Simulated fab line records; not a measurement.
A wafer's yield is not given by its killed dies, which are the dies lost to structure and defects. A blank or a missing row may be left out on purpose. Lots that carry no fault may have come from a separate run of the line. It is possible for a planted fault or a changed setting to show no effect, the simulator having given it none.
Chamber matching :: flow n5Finfet :: rieDiel-05 running N5_BEOL_M3_ETCH_64: 4 sister chambers
The step etches SOC in N2/H2, target depth 75 nm, overetch 15 nm, time 112.5 s. 4 wafers are shown with their chamber, then 8 later ones without.

== EACH WAFER AND ITS CHAMBER ==
wafer: L089.4
chamber: 3
throttleValvePct (%): 17.1

wafer: L089.5
chamber: 2
throttleValvePct (%): 17.4

wafer: L089.6
chamber: 0
throttleValvePct (%): 17.2

wafer: L091.1
chamber: 1
throttleValvePct (%): 17.6

== WAFERS MISSING THEIR CHAMBER ==
wafer: L091.4
throttleValvePct (%): 17.2

wafer: L091.5
throttleValvePct (%): 17.6

wafer: L094.1
throttleValvePct (%): 17.1

wafer: L094.2
throttleValvePct (%): 17.2

wafer: L094.6
throttleValvePct (%): 17.1

wafer: L096.1
throttleValvePct (%): 17.0

wafer: L096.2
throttleValvePct (%): 17.2

wafer: L096.6
throttleValvePct (%): 17.2

== WHICH CHAMBER EACH ONE RAN IN ==
wafer: L091.4
from the rows above: 0
in truth: 0

wafer: L091.5
from the rows above: 1
in truth: 1

wafer: L094.1
from the rows above: 3
in truth: 3

wafer: L094.2
from the rows above: 0
in truth: 0

wafer: L094.6
from the rows above: 3
in truth: 3

wafer: L096.1
from the rows above: 3
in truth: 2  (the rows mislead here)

wafer: L096.2
from the rows above: 0
in truth: 0

wafer: L096.6
from the rows above: 0
in truth: 0
Placed correctly: 7 of 8. From these rows, 0 cannot be placed. Number placed wrongly: 1.
How it was worked out, from the rows above alone: a wafer's distance from a chamber is the root of the sum, over the readings, of the square of ((its reading less the chamber's mean) divided by the reading's scatter). The wafer belongs to the nearest chamber; if the next one is less than 2 further off, it can't be placed. The mean given for a chamber averages the wafers shown for that chamber. The scatter (one wafer shown for each chamber): square how far every hidden wafer sits from the nearest shown wafer, average those squares and take the square root.
